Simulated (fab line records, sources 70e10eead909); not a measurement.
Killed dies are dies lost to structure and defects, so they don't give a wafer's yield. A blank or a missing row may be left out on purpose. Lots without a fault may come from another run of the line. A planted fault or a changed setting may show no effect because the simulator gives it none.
fab line records | flow nand_harc
record lots=24 wafers=72 last_day=26
route steps=1159 shown A_STAIRCASE@554
lots that met no fault: from a run of the same line without faults
start_h: hours from the record's first day to the start of the lot's first wafer shown | wait_h: hours since the lot's step before | " the same as in the row above | L1.1+2: a row that stands for several wafers | - no value, or no start given | * or withheld: withheld | < > ~ a bound
route shown NAME@n: a module of which the file shows steps, and the number in the route of the first | usual: mean/standard deviation of fault-free wafers | same: alike in all rows | chamber/n: place in a boat | sites: the reading at each site | _std_site: their standard deviation | _edge_site: outer sites' mean less inner sites' | radius_mm: how far each site lies from the wafer's centre | mask NAME#n: copy n | behind: the tool/chamber that last shaped the wafer | hold: why the lot was held/for how many hours/how that ended | device: the transistor (n, p or np) that didn't switch | end of line: the same wafers' tests at the end of the route | a step without rows: its recipe alone | killed: dies lost to structure and defects at the first sort, not the wafer's yield | map: a wafer's dies, x killed, . not, _ none there
set.NAME: the setting as run; set.NAME@STEP: as run at that earlier step | model.NAME: the simulator's own value behind a step, which no gauge read
steps of the route over a sample of lots; a table a step, a row a wafer
services: from which hour (start_h, from the record's first day; less than 0 if before it) a tool's chamber was out of use, for how many hours, and why
## steps
# step NHARC_A_STAIRCASE_TRIM_18
# recipe time_s=211.2 o2_flow_sccm=500 ar_flow_sccm=0 bias_w=0 chemistry=O2
# usual drypump_motor_current_A=5.9/0.53 oes_product_au=1.003/0.009 rf_vpp_V=57.9/0.84 showerhead_plenum_p_Torr=3.59/0.13 throttle_valve_pct=17.038/0.0085
# columns lot.wafer tool chamber start_h wait_h drypump_motor_current_A oes_product_au rf_hours_counter_h rf_vpp_V showerhead_plenum_p_Torr throttle_valve_pct
L074.1 rie_diel-07 2 - - 6.0 1.014 0 57.8 3.70 17.042
L074.3 " 3 " " 5.5 1.006 0 59.4 3.78 17.043
L074.6 " 3 " " 5.6 1.003 - 59.8 3.77 17.040
L076.1 rie_diel-07 3 - - 5.6 0.999 3 58.1 3.77 17.024
L076.3 " 0 " " 6.7 0.983 3 57.3 3.42 17.049
L076.6 " 0 " " 6.7 1.001 - 57.8 3.42 17.044
L075.3 rie_diel-07 3 - - 5.5 1.011 4 57.9 3.77 17.037
L075.4 " 2 " " 6.0 1.020 4 58.0 3.70 17.027
L075.5 " 0 " " 6.7 0.997 - 56.4 3.42 17.030
L078.3 rie_diel-12 1 - - 5.9 1.008 19 58.0 3.64 17.044
L078.1 " 2 " " 6.2 1.006 17 57.4 3.71 17.043
L078.5 " 2 " " 6.3 0.994 - 59.0 3.71 17.041
L077.3 rie_diel-07 2 - - 6.0 1.013 7 58.5 3.69 17.030
L077.6 " 1 " " 4.8 1.002 - 56.7 3.44 17.037
L077.5 " 2 " " 6.0 1.004 - 58.6 3.69 17.034
L079.3 rie_diel-12 1 - - 5.9 0.998 21 57.7 3.63 17.052
L079.2 " 3 " " 6.0 1.011 20 58.4 3.62 17.035
L079.4 " 0 " " 5.7 1.016 22 58.1 3.50 17.034
L082.3 rie_diel-12 1 - - 5.9 0.993 26 58.1 3.63 17.044
L082.5 " 3 " " 6.0 1.006 - 59.1 3.62 17.017
L082.6 " 0 " " 5.7 1.014 - 60.2 3.50 17.039
L080.1 rie_diel-12 1 - - 5.9 1.008 26 57.8 3.63 17.044
L080.4 " 0 " " 5.7 1.017 27 58.5 3.50 17.026
L080.5 " 1 " " 6.0 1.013 - 56.6 3.63 17.025
L081.4 rie_diel-12 2 - - 6.2 0.985 26 57.3 3.70 17.033
L081.6 " 1 " " 5.9 0.993 - 59.6 3.63 17.029
L081.5 " 2 " " 6.2 0.993 - 58.5 3.70 17.032
L083.3 rie_diel-07 3 - - 5.6 1.003 18 57.9 3.77 17.047
L083.1 " 0 " " 6.7 0.991 20 56.6 3.41 17.025
L083.5 " 2 " " 6.0 1.004 - 56.4 3.69 17.033
L084.1 rie_diel-11 3 - - 6.6 1.007 38 58.4 3.61 17.041
L084.3 " 0 " " 5.8 1.015 37 59.0 3.57 17.031
L084.6 " 3 " " 6.6 0.993 - 58.3 3.61 17.059
L086.3 rie_diel-12 2 - - 6.2 0.991 33 56.8 3.70 17.041
L086.2 " 0 " " 5.7 1.006 39 57.3 3.49 17.031
L086.4 " 1 " " 5.9 0.998 37 58.4 3.63 17.029
L087.3 rie_diel-07 3 - - 5.6 0.996 26 58.3 3.76 17.059
L087.1 " 0 " " 6.8 0.993 29 56.4 3.40 17.020
L087.5 " 2 " " 5.9 1.001 - 58.6 3.68 17.058
L085.3 rie_diel-12 3 - - 6.0 1.012 36 57.9 3.62 17.046
L085.4 " 1 " " 5.9 0.995 38 58.5 3.63 17.040
L085.6 " 0 " " 5.7 1.017 - 57.1 3.49 17.033
L088.2 rie_diel-07 2 - - 6.0 0.992 30 57.9 3.68 17.039
L088.1 " 3 " " 5.6 0.993 30 57.0 3.76 17.049
L088.6 " 3 " " 5.6 0.993 - 58.4 3.76 17.038
L089.2 rie_diel-07 2 - - 5.9 1.012 30 58.8 3.68 17.033
L089.1 " 3 " " 5.6 1.001 30 58.1 3.76 17.039
L089.5 " 2 " " 5.9 0.997 - 57.5 3.68 17.030
L090.3 rie_diel-07 0 - - 6.7 0.996 37 58.5 3.40 17.045
L090.1 " 2 " " 6.0 1.011 33 56.7 3.68 17.029
L090.6 " 3 " " 5.6 0.997 - 57.1 3.76 17.045
L091.4 rie_diel-07 2 - - 6.0 1.004 35 57.8 3.68 17.039
L091.3 " 0 " " 6.7 0.987 39 57.4 3.40 17.026
L091.5 " 2 " " 6.0 1.006 - 56.8 3.68 17.038
L094.4 rie_diel-12 2 - - 6.3 0.992 44 57.9 3.69 17.045
L094.1 " 3 " " 6.0 1.009 46 58.3 3.61 17.047
L094.6 " 2 " " 6.2 0.992 - 57.7 3.69 17.035
L092.3 rie_diel-07 0 - - 6.6 1.013 44 57.7 3.40 17.038
L092.2 " 1 " " 4.7 0.995 44 56.7 3.42 17.039
L092.5 " 2 " " 6.0 1.010 - 58.7 3.67 17.036
L095.4 rie_diel-12 3 - - 6.0 1.006 48 56.8 3.61 17.044
L095.1 " 0 " " 5.7 1.011 52 57.8 3.49 17.047
L095.2 " 1 " " 5.9 1.005 51 58.2 3.62 17.043
L093.4 rie_diel-11 3 - - 6.6 1.004 55 58.2 3.60 17.051
L093.5 " 2 " " 5.5 1.014 - 56.7 3.28 17.030
L093.6 " 3 " " 6.6 1.008 - 58.6 3.60 17.015
L096.3 rie_diel-07 1 - - 4.7 1.011 52 57.3 3.42 17.040
L096.5 " 3 " " 5.6 1.010 - 57.7 3.75 17.041
L096.6 " 0 " " 6.7 1.002 - 58.4 3.39 17.034
L097.2 rie_diel-07 0 - - 6.6 1.005 60 57.5 3.39 17.043
L097.1 " 2 " " 6.0 1.014 55 58.6 3.67 17.039
L097.6 " 0 " " 6.6 1.009 - 57.6 3.39 17.041
# step NHARC_A_STAIRCASE_ETCH_21
# recipe target_depth_a=1000 time_s=40.5 ion_energy_ev=400 c4f8_flow_sccm=20 o2_flow_sccm=10 ar_flow_sccm=withheld rf_w=600 bias_w=1000 chemistry=C4F8/O2
# usual oes_product_au=0.946/0.016 rf_vpp_V=898/4.7
# columns lot.wafer tool chamber start_h wait_h oes_product_au rf_hours_counter_h rf_vpp_V
L074.3 rie_diel-07 1 - - 0.945 1 892
L074.1 " 0 " " 0.941 1 892
L074.6 " 2 " " 0.953 - 902
L076.1 rie_diel-12 2 - - 0.963 13 901
L076.3 " 1 " " 0.991 15 902
L076.6 " 3 " " 0.960 - 899
L075.4 rie_diel-11 3 - - 0.954 19 898
L075.3 " 2 " " 0.934 20 887
L075.5 " 3 " " 0.944 - 898
L078.1 rie_diel-12 0 - - 0.971 20 895
L078.3 " 1 " " 0.951 19 900
L078.5 " 0 " " 0.966 - 895
L077.3 rie_diel-07 2 - - 0.958 7 903
L077.5 " 1 " " 0.941 - 893
L077.6 " 2 " " 0.947 - 902
L079.3 rie_diel-12 2 - - 0.950 19 903
L079.2 " 3 " " 0.956 20 899
L079.4 " 1 " " 0.943 21 899
L082.3 rie_diel-11 3 - - 0.969 30 900
L082.6 " 1 " " 0.971 - 900
L082.5 " 2 " " 0.971 - 887
L080.4 rie_diel-12 1 - - 0.943 26 899
L080.1 " 0 " " 0.959 27 895
L080.5 " 1 " " 0.951 - 900
L083.1 rie_diel-11 0 - - 0.941 34 898
L083.3 " 2 " " 0.944 35 886
L083.5 " 0 " " 0.946 - 897
L081.4 rie_diel-11 0 - - 0.960 34 898
L081.6 " 0 " " 0.952 - 897
L081.5 " 1 " " 0.947 - 902
L084.1 rie_diel-11 3 - - 0.955 38 899
L084.3 " 2 " " 0.961 37 885
L084.6 " 3 " " 0.948 - 899
L086.3 rie_diel-12 2 - - 0.938 33 903
L086.4 " 0 " " 0.948 39 895
L086.2 " 1 " " 0.940 37 900
L087.1 rie_diel-07 1 - - 0.954 29 892
L087.3 " 2 " " 0.948 26 901
L087.5 " 2 " " 0.955 - 902
L085.4 rie_diel-12 2 - - 0.933 34 901
L085.3 " 3 " " 0.960 36 899
L085.6 " 2 " " 0.923 - 901
L088.2 rie_diel-11 0 - - 0.967 50 898
L088.1 " 1 " " 0.936 49 902
L088.6 " 0 " " 0.974 - 897
L089.1 rie_diel-12 1 - - 0.928 42 898
L089.2 " 2 " " 0.913 38 902
L089.5 " 0 " " 0.929 - 893
L090.3 rie_diel-07 2 - - 0.936 34 903
L090.1 " 3 " " 0.928 33 904
L090.6 " 1 " " 0.943 - 892
L091.4 rie_diel-11 3 - - 0.926 51 899
L091.3 " 0 " " 0.933 55 897
L091.5 " 3 " " 0.933 - 900
L094.1 rie_diel-11 2 - - 0.936 57 887
L094.6 " 1 " " 0.932 - 901
L094.4 " 0 " " 0.930 - 897
L092.3 rie_diel-12 0 - - 0.943 52 894
L092.2 " 3 " " 0.938 48 899
L092.5 " 1 " " 0.923 - 900
L095.4 rie_diel-07 0 - - 0.943 44 892
L095.2 " 2 " " 0.974 39 902
L095.1 " 3 " " 0.954 39 905
L093.4 rie_diel-12 0 - - 0.947 55 892
L093.5 " 3 " " 0.931 - 899
L093.6 " 0 " " 0.940 - 894
L096.3 rie_diel-12 3 - - 0.926 55 898
L096.5 " 0 " " 0.937 - 895
L096.6 " 1 " " 0.931 - 899
L097.1 rie_diel-11 3 - - 0.971 8 899
L097.2 " 1 " " 0.974 10 901
L097.6 " 3 " " 0.974 - 899
# step NHARC_A_STAIRCASE_ETCH_194
# recipe target_depth_a=1000 time_s=40.5 ion_energy_ev=400 c4f8_flow_sccm=20 o2_flow_sccm=10 ar_flow_sccm=withheld rf_w=600 bias_w=1000 chemistry=C4F8/O2
# usual oes_product_au=0.945/0.01 rf_vpp_V=897/4.8
# columns lot.wafer tool chamber start_h wait_h oes_product_au rf_hours_counter_h rf_vpp_V
L074.3 rie_diel-07 2 - - 0.964 1 902
L074.1 " 3 " " 0.952 1 904
L074.6 " 2 " " 0.968 - 901
L076.3 rie_diel-11 1 - - 0.930 21 902
L076.1 " 3 " " 0.941 21 898
L076.6 " 1 " " 0.941 - 902
L075.3 rie_diel-07 2 - - 0.969 5 903
L075.4 " 3 " " 0.939 5 903
L075.5 " 2 " " 0.957 - 901
L077.3 rie_diel-07 1 - - 0.951 8 892
L077.6 " 3 " " 0.956 - 904
L077.5 " 0 " " 0.937 - 891
L078.1 rie_diel-07 2 - - 0.950 8 901
L078.3 " 3 " " 0.954 8 905
L078.5 " 1 " " 0.940 - 891
L079.2 rie_diel-12 0 - - 0.956 24 895
L079.4 " 1 " " 0.960 23 899
L079.3 " 2 " " 0.936 20 903
L082.3 rie_diel-07 0 - - 0.940 15 892
L082.5 " 1 " " 0.944 - 894
L082.6 " 2 " " 0.943 - 904
L080.1 rie_diel-07 0 - - 0.946 15 890
L080.4 " 1 " " 0.949 16 893
L080.5 " 1 " " 0.959 - 892
L083.3 rie_diel-12 2 - - 0.933 27 902
L083.1 " 3 " " 0.950 29 900
L083.5 " 2 " " 0.928 - 902
L081.4 rie_diel-11 1 - - 0.946 36 903
L081.6 " 0 " " 0.953 - 896
L081.5 " 1 " " 0.948 - 902
L084.3 rie_diel-12 0 - - 0.950 35 895
L084.1 " 2 " " 0.933 30 903
L084.6 " 0 " " 0.952 - 894
L086.2 rie_diel-11 0 - - 0.950 46 897
L086.4 " 2 " " 0.965 45 887
L086.3 " 3 " " 0.953 42 900
L087.1 rie_diel-11 1 - - 0.944 44 902
L087.3 " 2 " " 0.953 45 886
L087.5 " 1 " " 0.927 - 900
L085.4 rie_diel-12 0 - - 0.951 41 897
L085.3 " 1 " " 0.952 39 899
L085.6 " 2 " " 0.934 - 902
L088.2 rie_diel-07 0 - - 0.934 36 891
L088.1 " 2 " " 0.944 32 902
L088.6 " 0 " " 0.923 - 891
L089.2 rie_diel-12 3 - - 0.947 42 899
L089.1 " 2 " " 0.929 39 902
L089.5 " 0 " " 0.942 - 896
L090.3 rie_diel-11 3 - - 0.955 50 898
L090.1 " 1 " " 0.934 54 902
L090.6 " 3 " " 0.952 - 900
L091.3 rie_diel-11 0 - - 0.962 56 897
L091.4 " 1 " " 0.936 56 902
L091.5 " 2 " " 0.947 - 888
L094.1 rie_diel-12 3 - - 0.945 47 899
L094.4 " 2 " " 0.929 45 903
L094.6 " 3 " " 0.949 - 898
L092.3 rie_diel-11 2 - - 0.950 62 886
L092.2 " 3 " " 0.951 55 899
L092.5 " 2 " " 0.949 - 886
L095.4 rie_diel-07 0 - - 0.936 46 891
L095.2 " 1 " " 0.938 45 892
L095.1 " 2 " " 0.946 41 900
L093.4 rie_diel-12 0 - - 0.942 56 893
L093.5 " 3 " " 0.927 - 899
L093.6 " 0 " " 0.945 - 894
L096.3 rie_diel-12 3 - - 0.940 56 899
L096.6 " 2 " " 0.940 - 901
L096.5 " 3 " " 0.946 - 899
L097.1 rie_diel-11 2 - - 0.951 10 904
L097.2 " 0 " " 0.961 11 896
L097.6 " 3 " " 0.956 - 899
# step NHARC_A_STAIRCASE_TRIM_202
# recipe time_s=211.2 o2_flow_sccm=500 ar_flow_sccm=0 bias_w=0 chemistry=O2
# usual drypump_motor_current_A=5.8/0.51 oes_product_au=1.003/0.0094 rf_vpp_V=57.9/0.79 showerhead_plenum_p_Torr=3.57/0.13 throttle_valve_pct=17.037/0.0084
# columns lot.wafer tool chamber start_h wait_h drypump_motor_current_A oes_product_au rf_hours_counter_h rf_vpp_V showerhead_plenum_p_Torr throttle_valve_pct
L074.3 rie_diel-07 2 - - 6.0 1.022 2 57.8 3.70 17.040
L074.1 " 3 " " 5.5 1.003 2 58.8 3.77 17.061
L074.6 " 3 " " 5.5 1.011 - 58.3 3.77 17.030
L076.1 rie_diel-12 2 - - 6.2 0.995 15 59.8 3.71 17.043
L076.3 " 3 " " 6.0 1.002 18 57.4 3.63 17.036
L076.6 " 3 " " 6.0 0.995 - 58.8 3.63 17.023
L075.3 rie_diel-11 1 - - 5.5 0.985 21 58.0 3.69 17.042
L075.4 " 3 " " 6.6 1.023 22 58.1 3.62 17.028
L075.5 " 0 " " 5.8 1.007 - 57.9 3.58 17.043
L077.3 rie_diel-11 3 - - 6.6 1.000 25 57.8 3.62 17.046
L077.6 " 3 " " 6.5 0.995 - 58.6 3.62 17.037
L077.5 " 0 " " 5.8 1.000 - 57.8 3.58 17.050
L078.3 rie_diel-12 0 - - 5.7 1.021 23 57.9 3.50 17.042
L078.1 " 3 " " 6.0 1.010 21 58.1 3.62 17.026
L078.5 " 1 " " 5.9 1.012 - 57.8 3.63 17.031
L079.4 rie_diel-11 0 - - 5.8 1.019 26 56.6 3.58 17.047
L079.3 " 2 " " 5.5 1.010 28 57.4 3.29 17.048
L079.2 " 3 " " 6.6 1.002 27 58.3 3.62 17.044
L082.3 rie_diel-12 1 - - 5.9 1.001 27 59.1 3.63 17.025
L082.5 " 0 " " 5.7 1.032 - 58.0 3.50 17.030
L082.6 " 1 " " 5.9 0.996 - 58.3 3.63 17.038
L080.1 rie_diel-07 2 - - 5.9 1.007 15 57.0 3.69 17.039
L080.4 " 1 " " 4.7 0.994 16 56.5 3.44 17.035
L080.5 " 3 " " 5.6 0.996 - 57.6 3.77 17.037
L083.1 rie_diel-12 2 - - 6.2 0.994 28 58.7 3.70 17.028
L083.3 " 3 " " 6.0 1.017 29 58.3 3.62 17.024
L083.5 " 1 " " 5.9 1.002 - 58.5 3.63 17.033
L081.4 rie_diel-07 0 - - 6.8 0.996 22 57.2 3.41 17.025
L081.5 " 2 " " 5.9 0.999 - 57.6 3.69 17.037
L081.6 " 3 " " 5.5 0.999 - 59.0 3.76 17.035
L084.3 rie_diel-12 3 - - 6.0 0.996 32 58.7 3.62 17.043
L084.1 " 0 " " 5.7 1.007 36 59.1 3.50 17.040
L084.6 " 3 " " 6.0 1.005 - 57.0 3.62 17.054
L086.4 rie_diel-12 1 - - 5.9 0.991 39 58.5 3.62 17.036
L086.2 " 2 " " 6.2 0.992 35 58.2 3.70 17.042
L086.3 " 3 " " 6.0 1.009 37 57.2 3.62 17.037
L087.3 rie_diel-07 2 - - 6.0 1.002 27 56.5 3.68 17.027
L087.1 " 3 " " 5.6 1.000 27 56.3 3.76 17.043
L087.5 " 1 " " 4.7 1.000 - 56.7 3.43 17.028
L085.3 rie_diel-12 3 - - 6.0 1.019 38 58.3 3.61 17.055
L085.4 " 2 " " 6.3 0.987 36 58.4 3.70 17.031
L085.6 " 0 " " 5.7 1.005 - 56.2 3.49 17.041
L088.1 rie_diel-11 2 - - 5.5 1.012 53 57.2 3.28 17.040
L088.2 " 0 " " 5.8 1.005 52 57.2 3.56 17.044
L088.6 " 2 " " 5.5 1.013 - 58.4 3.28 17.028
L089.1 rie_diel-12 2 - - 6.2 0.995 40 58.2 3.70 17.026
L089.2 " 3 " " 6.0 1.010 42 58.4 3.61 17.041
L089.5 " 1 " " 5.9 1.010 - 58.3 3.62 17.044
L090.1 rie_diel-12 0 - - 5.7 1.009 48 58.0 3.49 17.031
L090.3 " 2 " " 6.2 0.991 42 56.9 3.70 17.033
L090.6 " 1 " " 5.9 1.007 - 58.0 3.62 17.039
L091.3 rie_diel-07 1 - - 4.7 0.996 41 56.9 3.42 17.035
L091.4 " 2 " " 5.9 1.007 36 59.3 3.68 17.037
L091.5 " 1 " " 4.7 1.006 - 57.1 3.42 17.025
L094.1 rie_diel-11 0 - - 5.8 1.004 59 56.9 3.56 17.053
L094.4 " 0 " " 5.8 1.004 - 58.7 3.56 17.052
L094.6 " 1 " " 5.5 0.984 - 58.4 3.67 17.042
L092.3 rie_diel-07 0 - - 6.7 0.996 46 57.7 3.40 17.047
L092.2 " 2 " " 6.0 1.015 41 58.6 3.67 17.052
L092.5 " 0 " " 6.7 0.995 - 56.7 3.40 17.045
L095.1 rie_diel-07 3 - - 5.6 0.997 41 58.5 3.75 17.033
L095.2 " 0 " " 6.7 0.994 46 58.3 3.40 17.040
L095.4 " 1 " " 4.8 1.005 46 57.3 3.42 17.029
L093.4 rie_diel-07 0 - - 6.7 0.999 48 58.0 3.39 17.038
L093.6 " 1 " " 4.7 1.010 - 57.5 3.42 17.033
L093.5 " 2 " " 6.0 1.014 - 57.6 3.67 17.031
L096.3 rie_diel-07 2 - - 6.0 1.019 49 59.3 3.67 17.037
L096.5 " 1 " " 4.7 1.005 - 55.9 3.41 17.030
L096.6 " 0 " " 6.7 0.995 - 56.9 3.39 17.040
L097.1 rie_diel-07 2 - - 6.0 1.002 58 57.9 3.66 17.036
L097.2 " 1 " " 4.7 1.002 63 58.5 3.41 17.034
L097.6 " 0 " " 6.7 1.004 - 57.6 3.39 17.027
# step NHARC_A_STAIRCASE_TRIM_226
# recipe time_s=211.2 o2_flow_sccm=500 ar_flow_sccm=0 bias_w=0 chemistry=O2
# usual drypump_motor_current_A=5.8/0.51 oes_product_au=1.003/0.0098 rf_vpp_V=57.8/0.83 showerhead_plenum_p_Torr=3.57/0.14 throttle_valve_pct=17.036/0.0088
# columns lot.wafer tool chamber start_h wait_h drypump_motor_current_A oes_product_au rf_hours_counter_h rf_vpp_V showerhead_plenum_p_Torr throttle_valve_pct
L074.3 rie_diel-07 2 - - 6.0 1.021 4 58.4 3.69 17.048
L074.1 " 3 " " 5.6 1.007 4 58.6 3.77 17.042
L074.6 " 2 " " 6.0 1.023 - 57.8 3.70 17.030
L076.3 rie_diel-07 0 - - 6.6 0.995 6 57.3 3.42 17.042
L076.1 " 1 " " 4.7 1.004 6 56.8 3.44 17.036
L076.6 " 3 " " 5.6 1.003 - 58.5 3.77 17.046
L075.4 rie_diel-11 2 - - 5.5 1.016 23 57.8 3.30 17.027
L075.3 " 3 " " 6.6 1.012 23 58.2 3.62 17.030
L075.5 " 3 " " 6.6 1.015 - 58.1 3.62 17.030
L077.3 rie_diel-07 2 - - 6.0 1.013 8 57.5 3.69 17.042
L077.5 " 2 " " 6.0 1.017 - 58.3 3.69 17.035
L077.6 " 3 " " 5.5 1.012 - 57.1 3.77 17.038
L078.3 rie_diel-07 2 - - 5.9 1.004 9 57.5 3.69 17.042
L078.1 " 0 " " 6.7 0.977 9 56.7 3.42 17.022
L078.5 " 2 " " 6.0 1.011 - 57.9 3.69 17.034
L079.4 rie_diel-12 3 - - 6.0 0.993 23 58.5 3.62 17.020
L079.3 " 0 " " 5.7 1.019 25 58.5 3.50 17.051
L079.2 " 1 " " 5.9 0.999 24 57.6 3.63 17.020
L082.3 rie_diel-07 2 - - 6.0 1.016 18 58.9 3.69 17.039
L082.6 " 1 " " 4.8 1.020 - 59.7 3.43 17.038
L082.5 " 2 " " 6.0 1.010 - 58.1 3.69 17.033
L080.4 rie_diel-11 1 - - 5.5 0.989 33 57.0 3.68 17.034
L080.1 " 3 " " 6.6 1.005 34 59.0 3.61 17.022
L080.5 " 0 " " 5.8 1.005 - 56.5 3.57 17.034
L083.1 rie_diel-12 1 - - 5.9 1.001 32 55.8 3.63 17.035
L083.3 " 2 " " 6.2 0.977 28 58.7 3.70 17.038
L083.5 " 3 " " 6.0 1.002 - 57.4 3.62 17.024
L081.4 rie_diel-11 1 - - 5.5 0.992 36 58.7 3.68 17.031
L081.6 " 1 " " 5.5 1.000 - 58.5 3.68 17.040
L081.5 " 2 " " 5.5 1.003 - 57.7 3.29 17.031
L084.1 rie_diel-07 1 - - 4.8 1.007 26 56.9 3.43 17.031
L084.3 " 2 " " 5.9 0.999 24 57.3 3.68 17.039
L084.6 " 1 " " 4.8 1.008 - 58.3 3.43 17.028
L086.3 rie_diel-12 0 - - 5.7 1.009 42 57.1 3.49 17.040
L086.4 " 1 " " 5.9 1.005 40 58.0 3.62 17.048
L086.2 " 3 " " 6.0 1.016 38 59.5 3.62 17.045
L087.1 rie_diel-12 0 - - 5.7 1.007 43 57.4 3.49 17.034
L087.3 " 1 " " 5.9 0.991 41 58.3 3.62 17.045
L087.5 " 3 " " 6.0 1.009 - 56.9 3.61 17.033
L085.3 rie_diel-07 2 - - 5.9 0.988 30 57.1 3.68 17.030
L085.4 " 0 " " 6.7 0.988 34 57.3 3.40 17.031
L085.6 " 1 " " 4.7 0.994 - 57.3 3.43 17.042
L089.2 rie_diel-11 1 - - 5.5 0.986 53 57.9 3.67 17.044
L089.1 " 2 " " 5.5 1.005 54 57.9 3.28 17.055
L089.5 " 1 " " 5.5 0.994 - 58.7 3.67 17.052
L088.2 rie_diel-12 0 - - 5.7 1.006 47 56.8 3.49 17.038
L088.1 " 1 " " 5.9 1.003 45 57.3 3.62 17.029
L088.6 " 1 " " 5.9 1.009 - 58.5 3.62 17.021
L090.1 rie_diel-07 2 - - 6.0 1.000 35 56.7 3.68 17.048
L090.3 " 3 " " 5.6 0.994 35 58.9 3.75 17.026
L090.6 " 3 " " 5.5 0.989 - 60.1 3.76 17.029
L091.3 rie_diel-11 0 - - 5.8 1.002 57 57.9 3.56 17.029
L091.4 " 1 " " 5.5 0.990 - 58.2 3.67 17.035
L091.5 " 0 " " 5.8 1.001 - 58.0 3.56 17.046
L094.1 rie_diel-11 3 - - 6.6 1.010 52 58.3 3.60 17.028
L094.4 " 3 " " 6.6 1.010 - 58.9 3.60 17.019
L094.6 " 1 " " 5.5 0.989 - 57.4 3.67 17.021
L092.2 rie_diel-12 1 - - 5.9 1.001 55 58.4 3.62 17.034
L092.3 " 0 " " 5.7 1.016 57 57.7 3.48 17.028
L092.5 " 1 " " 6.0 1.015 - 57.9 3.62 17.033
L095.2 rie_diel-12 0 - - 5.7 1.010 57 55.7 3.48 17.025
L095.4 " 1 " " 5.9 0.994 55 57.3 3.62 17.035
L095.1 " 2 " " 6.3 0.998 50 57.3 3.69 17.050
L093.4 rie_diel-12 0 - - 5.7 1.019 60 57.1 3.48 17.052
L093.6 " 2 " " 6.2 0.999 - 56.9 3.69 17.021
L093.5 " 3 " " 6.0 1.007 - 57.9 3.61 17.030
L096.3 rie_diel-11 0 - - 5.9 1.010 3 58.0 3.55 17.040
L096.5 " 2 " " 5.5 1.017 - 58.5 3.81 17.022
L096.6 " 3 " " 6.6 1.022 - 57.9 3.60 17.027
L097.2 rie_diel-07 1 - - 4.8 1.006 65 55.6 3.41 17.038
L097.1 " 2 " " 5.9 1.001 59 56.6 3.66 17.040
L097.6 " 1 " " 4.8 1.000 - 56.8 3.41 17.039
# step NHARC_A_STAIRCASE_DEP_259
# recipe target_thk_a=300 target_thk_nm=30 temp_c=400 pressure_torr=3.5 flow_sccm=200 rf_w=350 material=SiON
# usual chamber_pressure_Torr=3.499/0.0081 heater_power_outer_w=479/52 heater_power_w=787/76
# columns lot.wafer tool chamber start_h wait_h chamber_pressure_Torr heater_power_outer_w heater_power_w
L074.1 pecvd-01 1 254.32 1.6 3.485 503 780
L074.3 " 2 " " 3.493 518 876
L074.6 " 1 " " 3.514 515 791
L076.1 pecvd-01 2 263.15 1.6 3.507 536 902
L076.3 " 0 " " 3.497 435 747
L076.6 " 0 " " 3.503 439 739
L075.3 pecvd-02 1 263.20 1.0 3.497 553 810
L075.4 " 1 " " 3.496 569 836
L075.5 " 2 " " 3.492 368 606
L077.3 pecvd-02 1 272.56 1.0 3.501 470 705
L077.5 " 2 " " 3.501 340 573
L077.6 " 1 " " 3.494 460 703
L078.3 pecvd-03 2 274.75 0.9 3.500 369 716
L078.1 " 1 " " 3.494 513 871
L078.5 " 1 " " 3.504 529 867
L079.2 pecvd-01 0 278.16 1.2 3.509 488 829
L079.3 " 2 " " 3.502 464 772
L079.4 " 2 " " 3.513 461 803
L082.3 pecvd-01 1 296.73 1.0 3.497 491 753
L082.6 " 1 " " 3.490 499 764
L082.5 " 0 " " 3.503 475 800
L080.1 pecvd-01 0 300.36 1.6 3.496 507 827
L080.5 " 2 " " 3.505 581 976
L080.4 " 0 " " 3.500 502 821
L083.3 pecvd-03 2 309.07 1.0 3.506 451 809
L083.1 " 0 " " 3.505 513 847
L083.5 " 0 " " 3.510 514 869
L081.5 pecvd-02 0 310.95 0.4 3.502 477 757
L081.6 " 1 " " 3.486 539 785
L081.4 " 2 " " 3.500 429 701
L084.1 pecvd-01 0 320.35 1.6 3.509 420 744
L084.3 " 1 " " 3.494 517 801
L084.6 " 2 " " 3.493 592 973
L086.3 pecvd-02 2 328.99 1.0 3.495 440 717
L086.2 " 0 " " 3.497 452 754
L086.4 " 0 " " 3.508 452 755
L087.1 pecvd-03 1 329.86 1.6 3.509 514 851
L087.3 " 2 " " 3.513 399 756
L087.5 " 1 " " 3.498 508 843
L085.3 pecvd-01 1 331.13 1.0 3.503 525 786
L085.6 " 2 " " 3.503 508 848
L085.4 " 1 " " 3.512 521 785
L089.2 pecvd-01 0 338.86 1.2 3.494 483 819
L089.1 " 1 " " 3.505 508 760
L089.5 " 0 " " 3.490 475 823
L088.2 pecvd-01 0 339.28 1.2 3.488 483 815
L088.1 " 2 " " 3.506 542 922
L088.6 " 0 " " 3.501 476 829
L090.1 pecvd-03 2 345.70 1.7 3.493 413 771
L090.3 " 1 " " 3.506 522 844
L090.6 " 2 " " 3.495 422 767
L091.3 pecvd-02 1 353.18 1.0 3.490 490 742
L091.4 " 1 " " 3.491 491 742
L091.5 " 2 " " 3.501 443 721
L094.1 pecvd-02 2 360.11 1.6 3.512 415 679
L094.4 " 2 " " 3.516 425 698
L094.6 " 1 " " 3.495 546 793
L092.2 pecvd-01 1 373.19 1.3 3.504 510 776
L092.3 " 2 " " 3.491 478 827
L092.5 " 0 " " 3.498 473 792
L095.2 pecvd-02 1 373.53 1.3 3.493 524 781
L095.1 " 2 " " 3.500 417 691
L095.4 " 0 " " 3.502 494 819
L093.5 pecvd-01 1 377.26 0.4 3.497 471 712
L093.6 " 2 " " 3.489 576 954
L093.4 " 0 " " 3.507 393 702
L096.3 pecvd-03 2 386.56 1.0 3.500 378 724
L096.5 " 1 " " 3.499 476 808
L096.6 " 2 " " 3.498 388 699
L097.1 pecvd-01 1 407.39 1.6 3.498 505 779
L097.2 " 0 " " 3.498 449 785
L097.6 " 1 " " 3.502 502 783
## services
# columns tool chamber start_h hours kind
pecvd-02 1 220.50 8.3 repair
pecvd-03 0 221.68 15.8 repair
rie_diel-07 - 228.26 9.0 pm
rie_diel-07 0 228.26 9.0 vent_cycle
rie_diel-07 1 228.26 9.0 vent_cycle
rie_diel-07 2 228.26 9.0 vent_cycle
rie_diel-07 3 228.26 9.0 vent_cycle
rie_diel-07 0 237.26 - clean
pecvd-01 - 237.40 13.0 pm
rie_diel-12 3 258.47 5.0 repair
pecvd-03 - 269.57 2.2 repair
pecvd-03 - 292.23 13.0 pm
pecvd-02 - 334.47 13.0 pm
pecvd-03 0 344.95 10.4 repair
rie_diel-11 0 353.65 4.1 repair
rie_diel-11 - 366.67 9.0 pm
rie_diel-07 3 371.03 30.2 repair
rie_diel-12 - 379.45 9.0 pm
pecvd-01 0 388.09 12.3 repair
pecvd-01 2 389.13 18.7 repair
pecvd-03 - 391.36 1.3 repair
rie_diel-12 0 404.99 3.0 repair
rie_diel-07 - 405.26 9.0 pm
rie_diel-12 2 406.89 20.2 repair
## key
fault none
